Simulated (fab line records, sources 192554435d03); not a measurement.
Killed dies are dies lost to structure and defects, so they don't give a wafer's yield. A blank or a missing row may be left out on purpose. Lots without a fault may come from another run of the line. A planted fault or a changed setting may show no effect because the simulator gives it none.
Which tool did it? | flow n5_finfet | 12 lots, 33 wafers sampled, at 4 steps of a route of 1938

WHAT THE GAUGES READ, wafer by wafer
N5_HKMG_FIN_THK_MEAS_70: measures by xrf. Usual: HK_THK 1.621 nm, standard deviation 0.021.
lot  | measured     | on            | HK_THK (nm)       | flag
L778 | day 4 02:14  | film_metro-01 | 1.625 1.644 1.621 |
L780 | day 4 18:37  | film_metro-02 | 1.612 1.588       |
L781 | day 5 01:01  | film_metro-02 | 1.661 1.600 1.635 |
L782 | day 5 01:24  | film_metro-01 | 1.622 1.629 1.623 |
L793 | day 7 23:04  | film_metro-02 | 1.632 1.621       |
L794 | day 8 02:09  | film_metro-02 | 1.604 1.603 1.594 |
L795 | day 8 09:52  | film_metro-01 | 1.633 1.650 1.626 |
L797 | day 8 18:35  | film_metro-01 | 1.629 1.636       |
L798 | day 9 01:29  | film_metro-01 | 1.618 1.619 1.645 |
L799 | day 9 05:04  | film_metro-02 | 1.648 1.578 1.640 |
L800 | day 9 17:50  | film_metro-01 | 1.647 1.625 1.644 |
L801 | day 10 00:07 | film_metro-02 | 1.600 1.594 1.616 |

N5_HKMG_FIN_CD_MEAS_12: target cd 92.8 nm. Usual: cd_nm 92.7 nm, standard deviation 0.66.
lot  | measured     | on        | cd_nm (nm)     | flag
L778 | day 4 02:59  | cd_sem-02 | 91.8 93.1 92.7 |
L780 | day 4 19:29  | cd_sem-02 | 92.6 93.2      |
L781 | day 5 01:46  | cd_sem-03 | 84.9 85.5 84.6 | OFF
L782 | day 5 02:17  | cd_sem-01 | 83.1 84.0 84.5 | OFF
L793 | day 7 23:56  | cd_sem-02 | 92.8 94.0      |
L794 | day 8 03:02  | cd_sem-03 | 92.9 94.6 93.0 |
L795 | day 8 10:46  | cd_sem-02 | 92.5 92.7 92.8 |
L797 | day 8 19:28  | cd_sem-03 | 93.3 92.5      |
L798 | day 9 02:22  | cd_sem-03 | 91.7 93.1 93.4 |
L799 | day 9 05:49  | cd_sem-02 | 91.7 91.6 93.1 |
L800 | day 9 18:43  | cd_sem-03 | 92.9 93.0 93.1 |
L801 | day 10 00:59 | cd_sem-03 | 93.5 92.7 94.1 |

WHICH TOOL RAN EACH LOT (tool, then ch and the chambers of the sampled wafers, then the start)
lot  | N5_HKMG_FIN_ALD_79                 | N5_HKMG_FIN_PEB_10
L778 | ald_metal-03 ch 1,2, day 4 01:11   | litho_track-02 ch 0, day 4 02:55
L780 | ald_metal-04 ch 0,3, day 4 17:34   | litho_track-01 ch 0, day 4 19:25
L781 | ald_metal-03 ch 0,1,3, day 4 23:49 | litho_track-01 ch 0, day 5 01:41
L782 | ald_metal-01 ch 0,3, day 5 00:20   | litho_track-01 ch 0, day 5 02:13
L793 | ald_metal-01 ch 1, day 7 21:58     | litho_track-04 ch 0, day 7 23:52
L794 | ald_metal-03 ch 0,1,2, day 8 01:05 | litho_track-04 ch 0, day 8 02:58
L795 | ald_metal-01 ch 1,3, day 8 08:29   | litho_track-01 ch 0, day 8 10:41
L797 | ald_metal-01 ch 1,3, day 8 17:33   | litho_track-01 ch 0, day 8 19:24
L798 | ald_metal-04 ch 0,1,3, day 9 00:26 | litho_track-01 ch 0, day 9 02:17
L799 | ald_metal-04 ch 0,1,2, day 9 04:01 | litho_track-02 ch 0, day 9 05:45
L800 | ald_metal-01 ch 0,1,2, day 9 16:47 | litho_track-01 ch 0, day 9 18:39
L801 | ald_metal-03 ch 1,2, day 9 22:55   | litho_track-01 ch 0, day 10 00:55
- N5_HKMG_FIN_ALD_79: deposits TiN, target thk 1.5 nm, pulse time 1 s, purge time 3 s.
- N5_HKMG_FIN_PEB_10: peb time 60 s.

WHAT THE TOOLS THEMSELVES READ (means of the sampled wafers that have a number; where no wafer has one, the mark that the record gives instead)
N5_HKMG_FIN_ALD_79. Usual: heater_power_w 883 W, standard deviation 77; precursor_pulse_height_rel 1.001, standard deviation 0.019; susceptor_temp_C 400.00 C, standard deviation 0.22.
lot  | tool         | heater_power_w (W) | precursor_pulse_height_rel | susceptor_temp_C (C) | flag
L778 | ald_metal-03 | 905                | 0.996                      | 400.12               |
L780 | ald_metal-04 | 796                | 0.996                      | 399.81               |
L781 | ald_metal-03 | 880                | 1.006                      | 399.94               |
L782 | ald_metal-01 | 836                | 0.988                      | 400.01               |
L793 | ald_metal-01 | 967                | 1.022                      | 400.20               |
L794 | ald_metal-03 | 897                | 1.014                      | 399.87               |
L795 | ald_metal-01 | 853                | 1.013                      | 399.99               |
L797 | ald_metal-01 | 892                | 1.004                      | 400.06               |
L798 | ald_metal-04 | 863                | 1.013                      | 399.93               |
L799 | ald_metal-04 | 891                | 1.011                      | 399.90               |
L800 | ald_metal-01 | 915                | 0.991                      | 400.04               |
L801 | ald_metal-03 | 900                | 0.993                      | 400.38               |

N5_HKMG_FIN_PEB_10. Usual: resist_line_temp_C 23.01 C, standard deviation 0.1.
lot  | tool           | resist_line_temp_C (C) | flag
L778 | litho_track-02 | 22.96                  |
L780 | litho_track-01 | 22.96                  |
L781 | litho_track-01 | 22.88                  |
L782 | litho_track-01 | 23.05                  |
L793 | litho_track-04 | 22.96                  |
L794 | litho_track-04 | 22.99                  |
L795 | litho_track-01 | 22.98                  |
L797 | litho_track-01 | 23.03                  |
L798 | litho_track-01 | 23.03                  |
L799 | litho_track-02 | 23.00                  |
L800 | litho_track-01 | 22.93                  |
L801 | litho_track-01 | 22.98                  |

THE ANSWER, worked out from the rows above alone
Rule: a lot is off if the mean of its wafers that have a number lies more than 3 standard deviations from the usual mean. A lot without any number at a reading at which 4 lots or more have one is off too. The other lots that the step has rows for count as sound. The gauges are gone through in route order, then the tools' own readings, and for those a lot's mean is taken as printed above. The first step at which some lot is off is used, and at that step the reading that is off furthest; a lot without a number counts as furthest.
Off: L781, L782, at N5_HKMG_FIN_CD_MEAS_12 (cd_nm).
A tool fits if, at a process step before that reading, it ran every lot that is off, and no sound lot after the first of them. The gauges at N5_HKMG_FIN_CD_MEAS_12 are tried like those tools. None of those tried fits.

WHAT THE SIMULATOR HAD PUT IN
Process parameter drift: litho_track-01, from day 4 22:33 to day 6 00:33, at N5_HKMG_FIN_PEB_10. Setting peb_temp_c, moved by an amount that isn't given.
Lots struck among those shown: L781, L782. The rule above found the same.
